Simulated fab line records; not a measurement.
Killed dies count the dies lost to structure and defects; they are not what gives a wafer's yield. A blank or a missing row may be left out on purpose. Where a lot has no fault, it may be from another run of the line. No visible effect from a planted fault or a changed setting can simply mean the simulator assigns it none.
fab line records / flow nand-harc
record lots=6 wafers=18 last-day=31
route steps=1302 shown P_STI@88 END@1302
lots that met no fault: taken from a fault-free run of the same line
start-h: hours from the record's opening day to when the first of the lot's shown wafers began / wait-h: hours elapsed since this lot's preceding step / " as in the row above / L1.1+2: a row that stands for several wafers / - no value present, or no start provided / * or withheld: withheld / < > ~ a bound
route shown NAME@n: NAME is a module with steps in the file, n the number in the route of the first one / usual: average and standard deviation across the fault-free wafers / same: alike in all rows / chamber/n: place in a boat / sites: each site's reading / _std_site: the values' standard deviation / _edge_site: the outer-site mean with the inner-site mean subtracted / radius-mm: how far each site lies from the wafer's centre / mask NAME#n: copy n / behind: the most recent tool/chamber to have shaped the wafer / hold: why the lot went on hold/how many hours it stayed there/how the hold came to an end / device: names the non-switching transistor (n, p or np) / end of line: the tests these same wafers got at the end of their route / step lacking rows: just its recipe / killed: not the wafer's yield, but the dies lost to structure and defects at the first sort / map: the dies of a wafer, with x for killed, . for not killed, _ for no die there
set.NAME: the setting the step ran with; set.NAME@STEP: the setting that earlier step ran with / model.NAME: the simulator's own value behind a step, which no gauge read
certain route steps with their lots: each step a table, each wafer a row
services: the hour from which a tool's chamber was out of use, counted from the record's first day as start-h (under 0 if before that day), plus the number of hours and why
## steps
# step NHARC_P_STI_ETCH_42
# recipe target-depth-a=800 overetch-a=240 time-s=61 ion-energy-ev=200 n2-flow-sccm=150 h2-flow-sccm=150 ar-flow-sccm=0 rf-w=400 bias-w=150 chemistry=N2/H2
# usual drypump-motor-current-A=5.7/0.49 oes-product-au=1.000/0.0081 rf-vpp-V=430.3/2.3 showerhead-plenum-p-Torr=2.03/0.084 throttle-valve-pct=14.172/0.0084
lot.wafer=L314.4 tool=rie-diel-08 chamber=2 start-h=123.10 wait-h=0.1 drypump-motor-current-A=5.6 oes-product-au=0.997 rf-hours-counter-h=4 rf-vpp-V=427.7 showerhead-plenum-p-Torr=2.00 throttle-valve-pct=14.161
lot.wafer=L314.1 tool=rie-diel-08 chamber=3 start-h=123.10 wait-h=0.1 drypump-motor-current-A=5.6 oes-product-au=1.002 rf-hours-counter-h=4 rf-vpp-V=433.5 showerhead-plenum-p-Torr=2.17 throttle-valve-pct=14.163
lot.wafer=L314.3 tool=rie-diel-08 chamber=0 start-h=123.10 wait-h=0.1 drypump-motor-current-A=6.3 oes-product-au=1.009 rf-hours-counter-h=5 rf-vpp-V=427.1 showerhead-plenum-p-Torr=1.94 throttle-valve-pct=14.177
lot.wafer=L317.1 tool=rie-diel-07 chamber=2 start-h=152.97 wait-h=0.1 drypump-motor-current-A=5.1 oes-product-au=1.011 rf-hours-counter-h=2 rf-vpp-V=429.4 showerhead-plenum-p-Torr=2.01 throttle-valve-pct=14.183
lot.wafer=L317.6 tool=rie-diel-07 chamber=3 start-h=152.97 wait-h=0.1 drypump-motor-current-A=5.5 oes-product-au=0.991 rf-hours-counter-h=- rf-vpp-V=434.4 showerhead-plenum-p-Torr=2.14 throttle-valve-pct=14.176
lot.wafer=L317.5 tool=rie-diel-07 chamber=0 start-h=152.97 wait-h=0.1 drypump-motor-current-A=5.3 oes-product-au=1.006 rf-hours-counter-h=- rf-vpp-V=430.3 showerhead-plenum-p-Torr=2.02 throttle-valve-pct=14.188
lot.wafer=L321.3 tool=rie-diel-07 chamber=3 start-h=193.19 wait-h=0.1 drypump-motor-current-A=5.5 oes-product-au=0.990 rf-hours-counter-h=6 rf-vpp-V=433.7 showerhead-plenum-p-Torr=2.14 throttle-valve-pct=14.173
lot.wafer=L321.5 tool=rie-diel-07 chamber=1 start-h=193.19 wait-h=0.1 drypump-motor-current-A=5.8 oes-product-au=0.991 rf-hours-counter-h=- rf-vpp-V=430.4 showerhead-plenum-p-Torr=2.08 throttle-valve-pct=14.173
lot.wafer=L321.6 tool=rie-diel-07 chamber=2 start-h=193.19 wait-h=0.1 drypump-motor-current-A=5.1 oes-product-au=0.988 rf-hours-counter-h=- rf-vpp-V=431.0 showerhead-plenum-p-Torr=2.01 throttle-valve-pct=14.160
lot.wafer=L322.4 tool=rie-diel-08 chamber=2 start-h=203.63 wait-h=0.1 drypump-motor-current-A=5.6 oes-product-au=1.004 rf-hours-counter-h=0 rf-vpp-V=429.7 showerhead-plenum-p-Torr=2.00 throttle-valve-pct=14.179
lot.wafer=L322.1 tool=rie-diel-08 chamber=3 start-h=203.63 wait-h=0.1 drypump-motor-current-A=5.6 oes-product-au=0.992 rf-hours-counter-h=0 rf-vpp-V=434.1 showerhead-plenum-p-Torr=2.17 throttle-valve-pct=14.172
lot.wafer=L322.5 tool=rie-diel-08 chamber=1 start-h=203.63 wait-h=0.1 drypump-motor-current-A=6.8 oes-product-au=1.020 rf-hours-counter-h=- rf-vpp-V=427.0 showerhead-plenum-p-Torr=1.93 throttle-valve-pct=14.170
lot.wafer=L323.2 tool=rie-diel-03 chamber=1 start-h=212.73 wait-h=0.1 drypump-motor-current-A=6.1 oes-product-au=1.001 rf-hours-counter-h=6 rf-vpp-V=434.3 showerhead-plenum-p-Torr=2.18 throttle-valve-pct=14.180
lot.wafer=L323.6 tool=rie-diel-03 chamber=3 start-h=212.73 wait-h=0.1 drypump-motor-current-A=5.4 oes-product-au=1.005 rf-hours-counter-h=- rf-vpp-V=428.0 showerhead-plenum-p-Torr=1.97 throttle-valve-pct=14.163
lot.wafer=L323.5 tool=rie-diel-03 chamber=1 start-h=212.73 wait-h=0.1 drypump-motor-current-A=6.1 oes-product-au=1.009 rf-hours-counter-h=- rf-vpp-V=434.0 showerhead-plenum-p-Torr=2.18 throttle-valve-pct=14.159
lot.wafer=L324.4 tool=rie-diel-07 chamber=0 start-h=227.79 wait-h=0.1 drypump-motor-current-A=5.3 oes-product-au=0.993 rf-hours-counter-h=11 rf-vpp-V=431.0 showerhead-plenum-p-Torr=2.02 throttle-valve-pct=14.174
lot.wafer=L324.2 tool=rie-diel-07 chamber=1 start-h=227.79 wait-h=0.1 drypump-motor-current-A=5.9 oes-product-au=0.998 rf-hours-counter-h=10 rf-vpp-V=429.5 showerhead-plenum-p-Torr=2.08 throttle-valve-pct=14.181
lot.wafer=L324.3 tool=rie-diel-07 chamber=2 start-h=227.79 wait-h=0.1 drypump-motor-current-A=5.1 oes-product-au=0.997 rf-hours-counter-h=10 rf-vpp-V=429.8 showerhead-plenum-p-Torr=2.00 throttle-valve-pct=14.182
# step NHARC_P_STI_ETCH_31
# recipe target-depth-a=1089 time-s=54.5 cf4-flow-sccm=100 chf3-flow-sccm=30 ar-flow-sccm=0 rf-w=500 bias-w=200 chemistry=CF4/CHF3
# usual drypump-motor-current-A=5.7/0.49 oes-product-au=0.961/0.018 rf-vpp-V=370.5/2.1 showerhead-plenum-p-Torr=1.57/0.059 throttle-valve-pct=16.801/0.009
lot.wafer=L314.3 tool=rie-diel-08 chamber=0 start-h=- wait-h=- drypump-motor-current-A=6.3 oes-product-au=0.960 rf-hours-counter-h=5 rf-vpp-V=368.6 showerhead-plenum-p-Torr=1.50 throttle-valve-pct=16.803
lot.wafer=L314.4 tool=rie-diel-08 chamber=1 start-h=- wait-h=- drypump-motor-current-A=6.7 oes-product-au=0.955 rf-hours-counter-h=4 rf-vpp-V=368.3 showerhead-plenum-p-Torr=1.50 throttle-valve-pct=16.787
lot.wafer=L314.1 tool=rie-diel-08 chamber=2 start-h=- wait-h=- drypump-motor-current-A=5.6 oes-product-au=0.957 rf-hours-counter-h=4 rf-vpp-V=370.3 showerhead-plenum-p-Torr=1.55 throttle-valve-pct=16.796
lot.wafer=L317.1 tool=rie-diel-07 chamber=0 start-h=- wait-h=- drypump-motor-current-A=5.2 oes-product-au=0.939 rf-hours-counter-h=2 rf-vpp-V=369.9 showerhead-plenum-p-Torr=1.56 throttle-valve-pct=16.789
lot.wafer=L317.5 tool=rie-diel-07 chamber=2 start-h=- wait-h=- drypump-motor-current-A=5.1 oes-product-au=0.950 rf-hours-counter-h=- rf-vpp-V=369.6 showerhead-plenum-p-Torr=1.55 throttle-valve-pct=16.789
lot.wafer=L317.6 tool=rie-diel-07 chamber=3 start-h=- wait-h=- drypump-motor-current-A=5.5 oes-product-au=0.931 rf-hours-counter-h=- rf-vpp-V=373.5 showerhead-plenum-p-Torr=1.65 throttle-valve-pct=16.802
lot.wafer=L321.3 tool=rie-diel-07 chamber=3 start-h=- wait-h=- drypump-motor-current-A=5.5 oes-product-au=0.966 rf-hours-counter-h=6 rf-vpp-V=372.5 showerhead-plenum-p-Torr=1.65 throttle-valve-pct=16.809
lot.wafer=L321.5 tool=rie-diel-07 chamber=1 start-h=- wait-h=- drypump-motor-current-A=5.8 oes-product-au=0.967 rf-hours-counter-h=- rf-vpp-V=369.7 showerhead-plenum-p-Torr=1.60 throttle-valve-pct=16.798
lot.wafer=L321.6 tool=rie-diel-07 chamber=2 start-h=- wait-h=- drypump-motor-current-A=5.1 oes-product-au=0.962 rf-hours-counter-h=- rf-vpp-V=368.6 showerhead-plenum-p-Torr=1.55 throttle-valve-pct=16.814
lot.wafer=L322.4 tool=rie-diel-08 chamber=1 start-h=- wait-h=- drypump-motor-current-A=6.8 oes-product-au=0.982 rf-hours-counter-h=0 rf-vpp-V=368.5 showerhead-plenum-p-Torr=1.50 throttle-valve-pct=16.799
lot.wafer=L322.1 tool=rie-diel-08 chamber=2 start-h=- wait-h=- drypump-motor-current-A=5.7 oes-product-au=0.990 rf-hours-counter-h=0 rf-vpp-V=370.5 showerhead-plenum-p-Torr=1.54 throttle-valve-pct=16.799
lot.wafer=L322.5 tool=rie-diel-08 chamber=0 start-h=- wait-h=- drypump-motor-current-A=6.3 oes-product-au=0.950 rf-hours-counter-h=- rf-vpp-V=368.9 showerhead-plenum-p-Torr=1.50 throttle-valve-pct=16.810
lot.wafer=L323.2 tool=rie-diel-03 chamber=1 start-h=- wait-h=- drypump-motor-current-A=6.1 oes-product-au=0.924 rf-hours-counter-h=6 rf-vpp-V=372.5 showerhead-plenum-p-Torr=1.67 throttle-valve-pct=16.813
lot.wafer=L323.5 tool=rie-diel-03 chamber=2 start-h=- wait-h=- drypump-motor-current-A=5.3 oes-product-au=0.916 rf-hours-counter-h=- rf-vpp-V=369.2 showerhead-plenum-p-Torr=1.55 throttle-valve-pct=16.802
lot.wafer=L323.6 tool=rie-diel-03 chamber=1 start-h=- wait-h=- drypump-motor-current-A=6.1 oes-product-au=0.935 rf-hours-counter-h=- rf-vpp-V=373.3 showerhead-plenum-p-Torr=1.67 throttle-valve-pct=16.809
lot.wafer=L324.2 tool=rie-diel-07 chamber=3 start-h=- wait-h=- drypump-motor-current-A=5.5 oes-product-au=0.956 rf-hours-counter-h=11 rf-vpp-V=372.9 showerhead-plenum-p-Torr=1.64 throttle-valve-pct=16.806
lot.wafer=L324.4 tool=rie-diel-07 chamber=0 start-h=- wait-h=- drypump-motor-current-A=5.3 oes-product-au=0.964 rf-hours-counter-h=11 rf-vpp-V=369.4 showerhead-plenum-p-Torr=1.56 throttle-valve-pct=16.792
lot.wafer=L324.3 tool=rie-diel-07 chamber=1 start-h=- wait-h=- drypump-motor-current-A=5.8 oes-product-au=0.961 rf-hours-counter-h=10 rf-vpp-V=371.4 showerhead-plenum-p-Torr=1.60 throttle-valve-pct=16.810
# step NHARC_P_STI_ETCH_15
# recipe target-depth-a=3000 taper-deg=4 time-s=100.1 hbr-flow-sccm=150 cl2-flow-sccm=50 rf-w=400 icp-w=400 bias-w=100 chemistry=HBr/Cl2
# usual drypump-motor-current-A=5.66/0.27 oes-product-au=1.003/0.0061 throttle-valve-pct=26.407/0.0087
lot.wafer=L314.4 tool=rie-si-03 chamber=2 start-h=123.31 wait-h=- drypump-motor-current-A=6.07 oes-product-au=1.006 rf-hours-counter-h=0.6 throttle-valve-pct=26.409
lot.wafer=L314.1 tool=rie-si-03 chamber=3 start-h=123.31 wait-h=- drypump-motor-current-A=5.81 oes-product-au=1.009 rf-hours-counter-h=0.5 throttle-valve-pct=26.419
lot.wafer=L314.3 tool=rie-si-03 chamber=0 start-h=123.31 wait-h=- drypump-motor-current-A=5.24 oes-product-au=1.011 rf-hours-counter-h=0.4 throttle-valve-pct=26.404
lot.wafer=L317.1 tool=rie-si-03 chamber=3 start-h=153.16 wait-h=- drypump-motor-current-A=5.80 oes-product-au=1.003 rf-hours-counter-h=0.6 throttle-valve-pct=26.400
lot.wafer=L317.5 tool=rie-si-03 chamber=2 start-h=153.16 wait-h=- drypump-motor-current-A=6.07 oes-product-au=1.001 rf-hours-counter-h=- throttle-valve-pct=26.417
lot.wafer=L317.6 tool=rie-si-03 chamber=3 start-h=153.16 wait-h=- drypump-motor-current-A=5.82 oes-product-au=1.011 rf-hours-counter-h=- throttle-valve-pct=26.422
lot.wafer=L321.3 tool=rie-si-03 chamber=3 start-h=193.37 wait-h=- drypump-motor-current-A=5.81 oes-product-au=1.009 rf-hours-counter-h=1.0 throttle-valve-pct=26.415
lot.wafer=L321.5 tool=rie-si-03 chamber=3 start-h=193.37 wait-h=- drypump-motor-current-A=5.82 oes-product-au=0.996 rf-hours-counter-h=- throttle-valve-pct=26.411
lot.wafer=L321.6 tool=rie-si-03 chamber=0 start-h=193.37 wait-h=- drypump-motor-current-A=5.20 oes-product-au=0.994 rf-hours-counter-h=- throttle-valve-pct=26.397
lot.wafer=L322.1 tool=rie-si-03 chamber=2 start-h=203.82 wait-h=- drypump-motor-current-A=6.03 oes-product-au=0.998 rf-hours-counter-h=1.2 throttle-valve-pct=26.405
lot.wafer=L322.4 tool=rie-si-03 chamber=3 start-h=203.82 wait-h=- drypump-motor-current-A=5.78 oes-product-au=1.003 rf-hours-counter-h=1.0 throttle-valve-pct=26.405
lot.wafer=L322.5 tool=rie-si-03 chamber=2 start-h=203.82 wait-h=- drypump-motor-current-A=6.05 oes-product-au=1.003 rf-hours-counter-h=- throttle-valve-pct=26.407
lot.wafer=L323.2 tool=rie-si-05 chamber=2 start-h=212.96 wait-h=- drypump-motor-current-A=5.60 oes-product-au=1.000 rf-hours-counter-h=0.5 throttle-valve-pct=26.395
lot.wafer=L323.6 tool=rie-si-05 chamber=0 start-h=212.96 wait-h=- drypump-motor-current-A=5.90 oes-product-au=1.006 rf-hours-counter-h=- throttle-valve-pct=26.403
lot.wafer=L323.5 tool=rie-si-05 chamber=1 start-h=212.96 wait-h=- drypump-motor-current-A=5.50 oes-product-au=1.010 rf-hours-counter-h=- throttle-valve-pct=26.414
lot.wafer=L324.2 tool=rie-si-06 chamber=3 start-h=227.98 wait-h=- drypump-motor-current-A=5.90 oes-product-au=1.014 rf-hours-counter-h=0.8 throttle-valve-pct=26.404
lot.wafer=L324.3 tool=rie-si-06 chamber=1 start-h=227.98 wait-h=- drypump-motor-current-A=5.40 oes-product-au=1.005 rf-hours-counter-h=0.7 throttle-valve-pct=26.406
lot.wafer=L324.4 tool=rie-si-06 chamber=2 start-h=227.98 wait-h=- drypump-motor-current-A=5.28 oes-product-au=1.009 rf-hours-counter-h=0.8 throttle-valve-pct=26.406
# step NHARC_P_STI_CD_MEAS_16
# usual cd-nm=199.7/2.1
lot.wafer=L314.1 tool=cd-sem-01 chamber=- start-h=123.45 wait-h=- cd-nm=199.1
lot.wafer=L314.3 tool=cd-sem-01 chamber=- start-h=123.45 wait-h=- cd-nm=197.7
lot.wafer=L314.4 tool=cd-sem-01 chamber=- start-h=123.45 wait-h=- cd-nm=198.9
lot.wafer=L317.1 tool=cd-sem-03 chamber=- start-h=153.30 wait-h=- cd-nm=198.8
lot.wafer=L317.5 tool=cd-sem-03 chamber=- start-h=153.30 wait-h=- cd-nm=199.4
lot.wafer=L317.6 tool=cd-sem-03 chamber=- start-h=153.30 wait-h=- cd-nm=198.7
lot.wafer=L321.3 tool=cd-sem-01 chamber=- start-h=193.54 wait-h=- cd-nm=196.6
lot.wafer=L321.5 tool=cd-sem-01 chamber=- start-h=193.54 wait-h=- cd-nm=200.2
lot.wafer=L321.6 tool=cd-sem-01 chamber=- start-h=193.54 wait-h=- cd-nm=197.2
lot.wafer=L322.1 tool=cd-sem-01 chamber=- start-h=203.98 wait-h=- cd-nm=199.9
lot.wafer=L322.4 tool=cd-sem-01 chamber=- start-h=203.98 wait-h=- cd-nm=200.3
lot.wafer=L322.5 tool=cd-sem-01 chamber=- start-h=203.98 wait-h=- cd-nm=196.7
lot.wafer=L323.2 tool=cd-sem-02 chamber=- start-h=213.10 wait-h=- cd-nm=200.6
lot.wafer=L323.5 tool=cd-sem-02 chamber=- start-h=213.10 wait-h=- cd-nm=199.4
lot.wafer=L323.6 tool=cd-sem-02 chamber=- start-h=213.10 wait-h=- cd-nm=200.0
lot.wafer=L324.2 tool=cd-sem-02 chamber=- start-h=228.14 wait-h=- cd-nm=200.8
lot.wafer=L324.3 tool=cd-sem-02 chamber=- start-h=228.14 wait-h=- cd-nm=199.5
lot.wafer=L324.4 tool=cd-sem-02 chamber=- start-h=228.14 wait-h=- cd-nm=200.5
# step NHARC_P_STI_OCD_MEAS_17
# usual trench-depth-nm=301.6/2.3 trench-foot-cd-nm=157.5/2.1
lot.wafer=L314.1 tool=ocd-01 chamber=- start-h=123.54 wait-h=0.1 trench-depth-nm=301.5 trench-foot-cd-nm=158.0
lot.wafer=L314.3 tool=ocd-01 chamber=- start-h=123.54 wait-h=0.1 trench-depth-nm=305.6 trench-foot-cd-nm=155.3
lot.wafer=L314.4 tool=ocd-01 chamber=- start-h=123.54 wait-h=0.1 trench-depth-nm=301.4 trench-foot-cd-nm=156.7
lot.wafer=L317.1 tool=ocd-01 chamber=- start-h=153.39 wait-h=0.1 trench-depth-nm=303.6 trench-foot-cd-nm=155.5
lot.wafer=L317.5 tool=ocd-01 chamber=- start-h=153.39 wait-h=0.1 trench-depth-nm=300.7 trench-foot-cd-nm=157.6
lot.wafer=L317.6 tool=ocd-01 chamber=- start-h=153.39 wait-h=0.1 trench-depth-nm=302.9 trench-foot-cd-nm=156.9
lot.wafer=L321.3 tool=ocd-01 chamber=- start-h=193.63 wait-h=0.1 trench-depth-nm=301.1 trench-foot-cd-nm=154.0
lot.wafer=L321.5 tool=ocd-01 chamber=- start-h=193.63 wait-h=0.1 trench-depth-nm=302.0 trench-foot-cd-nm=156.8
lot.wafer=L321.6 tool=ocd-01 chamber=- start-h=193.63 wait-h=0.1 trench-depth-nm=300.9 trench-foot-cd-nm=153.9
lot.wafer=L322.1 tool=ocd-02 chamber=- start-h=204.06 wait-h=0.1 trench-depth-nm=298.0 trench-foot-cd-nm=159.0
lot.wafer=L322.4 tool=ocd-02 chamber=- start-h=204.06 wait-h=0.1 trench-depth-nm=301.8 trench-foot-cd-nm=158.0
lot.wafer=L322.5 tool=ocd-02 chamber=- start-h=204.06 wait-h=0.1 trench-depth-nm=299.0 trench-foot-cd-nm=155.5
lot.wafer=L323.2 tool=ocd-02 chamber=- start-h=213.18 wait-h=0.1 trench-depth-nm=301.8 trench-foot-cd-nm=158.5
lot.wafer=L323.5 tool=ocd-02 chamber=- start-h=213.18 wait-h=0.1 trench-depth-nm=304.3 trench-foot-cd-nm=157.0
lot.wafer=L323.6 tool=ocd-02 chamber=- start-h=213.18 wait-h=0.1 trench-depth-nm=300.8 trench-foot-cd-nm=158.3
lot.wafer=L324.2 tool=ocd-02 chamber=- start-h=228.22 wait-h=0.1 trench-depth-nm=303.6 trench-foot-cd-nm=157.9
lot.wafer=L324.3 tool=ocd-02 chamber=- start-h=228.22 wait-h=0.1 trench-depth-nm=302.6 trench-foot-cd-nm=156.6
lot.wafer=L324.4 tool=ocd-02 chamber=- start-h=228.22 wait-h=0.1 trench-depth-nm=304.6 trench-foot-cd-nm=157.7
# step NHARC_P_STI_STRIP_19
# recipe time-s=900 temp-c=130 chemistry=SPM
# step NHARC_P_STI_PRECLEAN_32
# recipe time-s=* temp-c=50 bath-age-min=0 chemistry=SC1
# step NHARC_P_STI_SRD_23
# step NHARC_P_STI_OCD_MEAS_43
# usual trench-depth-nm=301.6/2.3 trench-foot-cd-nm=157.5/2.1
lot.wafer=L314.1 tool=ocd-02 chamber=- start-h=124.05 wait-h=- trench-depth-nm=301.2 trench-foot-cd-nm=158.3
lot.wafer=L314.3 tool=ocd-02 chamber=- start-h=124.05 wait-h=- trench-depth-nm=306.0 trench-foot-cd-nm=154.8
lot.wafer=L314.4 tool=ocd-02 chamber=- start-h=124.05 wait-h=- trench-depth-nm=300.6 trench-foot-cd-nm=156.9
lot.wafer=L317.1 tool=ocd-02 chamber=- start-h=153.90 wait-h=- trench-depth-nm=303.0 trench-foot-cd-nm=155.3
lot.wafer=L317.5 tool=ocd-02 chamber=- start-h=153.90 wait-h=- trench-depth-nm=300.2 trench-foot-cd-nm=157.2
lot.wafer=L317.6 tool=ocd-02 chamber=- start-h=153.90 wait-h=- trench-depth-nm=303.3 trench-foot-cd-nm=156.0
lot.wafer=L321.3 tool=ocd-02 chamber=- start-h=194.13 wait-h=- trench-depth-nm=300.6 trench-foot-cd-nm=154.0
lot.wafer=L321.5 tool=ocd-02 chamber=- start-h=194.13 wait-h=- trench-depth-nm=301.9 trench-foot-cd-nm=156.7
lot.wafer=L321.6 tool=ocd-02 chamber=- start-h=194.13 wait-h=- trench-depth-nm=300.6 trench-foot-cd-nm=153.7
lot.wafer=L322.1 tool=ocd-01 chamber=- start-h=204.58 wait-h=- trench-depth-nm=298.0 trench-foot-cd-nm=159.6
lot.wafer=L322.4 tool=ocd-01 chamber=- start-h=204.58 wait-h=- trench-depth-nm=302.2 trench-foot-cd-nm=157.5
lot.wafer=L322.5 tool=ocd-01 chamber=- start-h=204.58 wait-h=- trench-depth-nm=299.6 trench-foot-cd-nm=155.9
lot.wafer=L323.2 tool=ocd-01 chamber=- start-h=213.70 wait-h=- trench-depth-nm=301.4 trench-foot-cd-nm=158.3
lot.wafer=L323.5 tool=ocd-01 chamber=- start-h=213.70 wait-h=- trench-depth-nm=304.1 trench-foot-cd-nm=158.2
lot.wafer=L323.6 tool=ocd-01 chamber=- start-h=213.70 wait-h=- trench-depth-nm=300.4 trench-foot-cd-nm=158.0
lot.wafer=L324.2 tool=ocd-01 chamber=- start-h=228.73 wait-h=- trench-depth-nm=304.4 trench-foot-cd-nm=157.9
lot.wafer=L324.3 tool=ocd-01 chamber=- start-h=228.73 wait-h=- trench-depth-nm=303.7 trench-foot-cd-nm=156.9
lot.wafer=L324.4 tool=ocd-01 chamber=- start-h=228.73 wait-h=- trench-depth-nm=304.7 trench-foot-cd-nm=156.6
# step NHARC_P_STI_OXIDE_33
# recipe target-thk-a=100 temp-c=1000 ox-time-s=281 material=SiO2
# step NHARC_P_STI_HDPCVD_20
# recipe target-thk-a=withheld sigma-open-frac=withheld material=SiO2
# step NHARC_P_STI_ANNEAL_34
# recipe temp-c=1000 time-s=1800
# step NHARC_P_STI_CMP_21
# recipe t-overpolish-s=20 target-thk-nm=380.67
# usual motor-current-A=11.8/1.1 overpolish-run-s=20.000/0.009 t-overpolish-s=20/0
lot.wafer=L314.4 tool=cmp-03 chamber=0 start-h=138.55 wait-h=0.4 motor-current-A=10.9 overpolish-run-s=19.994 t-overpolish-s=20
lot.wafer=L314.3 tool=cmp-03 chamber=1 start-h=138.55 wait-h=0.4 motor-current-A=12.3 overpolish-run-s=20.006 t-overpolish-s=20
lot.wafer=L314.1 tool=cmp-03 chamber=3 start-h=138.55 wait-h=0.4 motor-current-A=12.7 overpolish-run-s=19.990 t-overpolish-s=20
lot.wafer=L317.1 tool=cmp-04 chamber=0 start-h=170.13 wait-h=0.4 motor-current-A=13.9 overpolish-run-s=19.996 t-overpolish-s=20
lot.wafer=L317.6 tool=cmp-04 chamber=3 start-h=170.13 wait-h=0.4 motor-current-A=11.4 overpolish-run-s=20.006 t-overpolish-s=20
lot.wafer=L317.5 tool=cmp-04 chamber=0 start-h=170.13 wait-h=0.4 motor-current-A=14.6 overpolish-run-s=20.007 t-overpolish-s=20
lot.wafer=L321.3 tool=cmp-02 chamber=0 start-h=212.40 wait-h=0.4 motor-current-A=11.4 overpolish-run-s=20.013 t-overpolish-s=20
lot.wafer=L321.6 tool=cmp-02 chamber=0 start-h=212.40 wait-h=0.4 motor-current-A=11.4 overpolish-run-s=19.984 t-overpolish-s=20
lot.wafer=L321.5 tool=cmp-02 chamber=1 start-h=212.40 wait-h=0.4 motor-current-A=11.7 overpolish-run-s=20.007 t-overpolish-s=20
lot.wafer=L322.1 tool=cmp-04 chamber=3 start-h=228.39 wait-h=0.4 motor-current-A=11.3 overpolish-run-s=69.116 t-overpolish-s=69.109
lot.wafer=L322.4 tool=cmp-04 chamber=1 start-h=228.39 wait-h=0.4 motor-current-A=10.4 overpolish-run-s=69.110 t-overpolish-s=69.109
lot.wafer=L322.5 tool=cmp-04 chamber=3 start-h=228.39 wait-h=0.4 motor-current-A=11.1 overpolish-run-s=69.118 t-overpolish-s=69.109
lot.wafer=L323.2 tool=cmp-03 chamber=2 start-h=233.86 wait-h=0.4 motor-current-A=11.2 overpolish-run-s=19.996 t-overpolish-s=20
lot.wafer=L323.5 tool=cmp-03 chamber=3 start-h=233.86 wait-h=0.4 motor-current-A=12.6 overpolish-run-s=19.986 t-overpolish-s=20
lot.wafer=L323.6 tool=cmp-03 chamber=0 start-h=233.86 wait-h=0.4 motor-current-A=10.7 overpolish-run-s=20.009 t-overpolish-s=20
lot.wafer=L324.3 tool=cmp-04 chamber=1 start-h=246.22 wait-h=0.4 motor-current-A=10.9 overpolish-run-s=69.119 t-overpolish-s=69.109
lot.wafer=L324.2 tool=cmp-04 chamber=2 start-h=246.22 wait-h=0.4 motor-current-A=11.2 overpolish-run-s=69.100 t-overpolish-s=69.109
lot.wafer=L324.4 tool=cmp-04 chamber=3 start-h=246.22 wait-h=0.4 motor-current-A=11.2 overpolish-run-s=69.097 t-overpolish-s=69.109
# step NHARC_END_SORT_01
# recipe temp-c=25
# usual killed-at-array=52/17 killed-at-other=0.8/1.1 killed-at-periphery=3.2/2.2 killed-dies=57/17 killed-open=3.4/1.8 killed-short=2.4/1.6
# same gross-dies=677
lot.wafer=L317.1 tool=prober-02 chamber=0 start-h=665.12 wait-h=2.5 killed-at-array=56 killed-at-other=5 killed-at-periphery=6 killed-dies=67 killed-open=1 killed-short=3
lot.wafer=L317.5 tool=prober-02 chamber=0 start-h=668.30 wait-h=3.7 killed-at-array=46 killed-at-other=0 killed-at-periphery=6 killed-dies=52 killed-open=1 killed-short=3
lot.wafer=L317.6 tool=prober-02 chamber=0 start-h=669.10 wait-h=4.0 killed-at-array=70 killed-at-other=0 killed-at-periphery=4 killed-dies=74 killed-open=9 killed-short=2
# killed by level:class
L317.1 A_CHANNEL_HOLE_D1:chamber-film-flake=22 A_CHANNEL_HOLE_D2:chamber-film-flake=18 P_CONTACT:chamber-film-flake=5 THIN_TSV:chamber-film-flake=5 A_SLIT:chamber-film-flake=4 A_CONTACT:chamber-film-flake=3 A_ONON_D1:geometric-particle:short=1 A_SGD_CUT:geometric-particle:short=1
L317.5 A_CHANNEL_HOLE_D1:chamber-film-flake=23 A_CHANNEL_HOLE_D2:chamber-film-flake=12 P_CONTACT:chamber-film-flake=6 A_CONTACT:chamber-film-flake=4 A_DECK1_JOINT:geometric-particle:short=2 A_CHANNEL_HOLE_D1:geometric-particle:short=1 A_CHANNEL_FILL_D1:geometric-particle:open=1 A_DECK1_JOINT:chamber-film-flake=1
L317.6 A_CHANNEL_HOLE_D1:chamber-film-flake=28 A_CHANNEL_HOLE_D2:chamber-film-flake=16 A_CONTACT:chamber-film-flake=9 A_SLIT:chamber-film-flake=4 A_DECK1_JOINT:geometric-particle:open=2 A_STAIRCASE:chamber-film-flake=2 P_ZERO_WELL:chamber-film-flake=1 P_CONTACT:geometric-particle:open=1
## services
tool=rie-diel-03 chamber=- start-h=104.34 hours=9.0 kind=pm
tool=rie-diel-08 chamber=3 start-h=104.76 hours=13.2 kind=repair
tool=cmp-03 chamber=- start-h=106.26 hours=6.6 kind=repair
tool=cmp-04 chamber=- start-h=111.13 hours=4.0 kind=pm
tool=rie-diel-07 chamber=- start-h=117.25 hours=9.0 kind=pm
tool=cmp-03 chamber=- start-h=136.15 hours=0.7 kind=repair
tool=rie-diel-03 chamber=2 start-h=146.94 hours=5.3 kind=repair
tool=cmp-04 chamber=- start-h=153.57 hours=1.4 kind=repair
tool=rie-diel-08 chamber=3 start-h=155.22 hours=6.9 kind=repair
tool=rie-diel-08 chamber=2 start-h=156.34 hours=4.5 kind=repair
tool=rie-si-03 chamber=1 start-h=160.42 hours=2.3 kind=repair
tool=cmp-03 chamber=- start-h=162.06 hours=4.0 kind=pm
tool=rie-diel-08 chamber=2 start-h=166.89 hours=7.9 kind=repair
tool=rie-diel-03 chamber=1 start-h=189.58 hours=4.1 kind=repair
tool=rie-diel-08 chamber=- start-h=190.80 hours=9.0 kind=pm
tool=rie-diel-08 chamber=2 start-h=204.44 hours=10.2 kind=repair
tool=rie-diel-03 chamber=0 start-h=208.23 hours=8.5 kind=repair
tool=cmp-04 chamber=- start-h=209.13 hours=4.0 kind=pm
tool=rie-diel-03 chamber=- start-h=214.31 hours=0.3 kind=repair
tool=rie-diel-08 chamber=2 start-h=220.67 hours=1.7 kind=repair
tool=rie-si-03 chamber=- start-h=221.00 hours=9.0 kind=pm
tool=rie-diel-08 chamber=- start-h=224.62 hours=0.6 kind=repair
tool=rie-diel-08 chamber=3 start-h=237.17 hours=5.4 kind=repair
tool=cmp-03 chamber=- start-h=244.55 hours=9.8 kind=repair
## key
first-sign step=NHARC_P_STI_CMP_21 reading=t-overpolish-s direction=up sigmas=99+ usual=20 struck=69.109
effect step=NHARC_P_STI_CMP_21 reading=overpolish-run-s direction=up sigmas=99+ usual=20.000 struck=69.110
met-at NHARC_P_STI_CMP_21
struck-wafers L322.1,L322.4,L322.5,L324.2,L324.3,L324.4
tester-left-out L322,L324
onset-between 170.13 228.39
fault kind=process-parameter-drift tool=cmp-04 chamber=- onset-h=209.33 steps=NHARC_P_STI_CMP_21 channel=t-overpolish-s offset=49.109 shape=step end-h=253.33 acts-in=these-recipes-only stated=20
# tester-left-out: of these lots the tester's yield and bins aren't shown, on N5 and GAA mostly nor the transistor test; their killed dies are dies lost to structure and defects alone, not to doping, threshold or leakage, so they don't give the yield
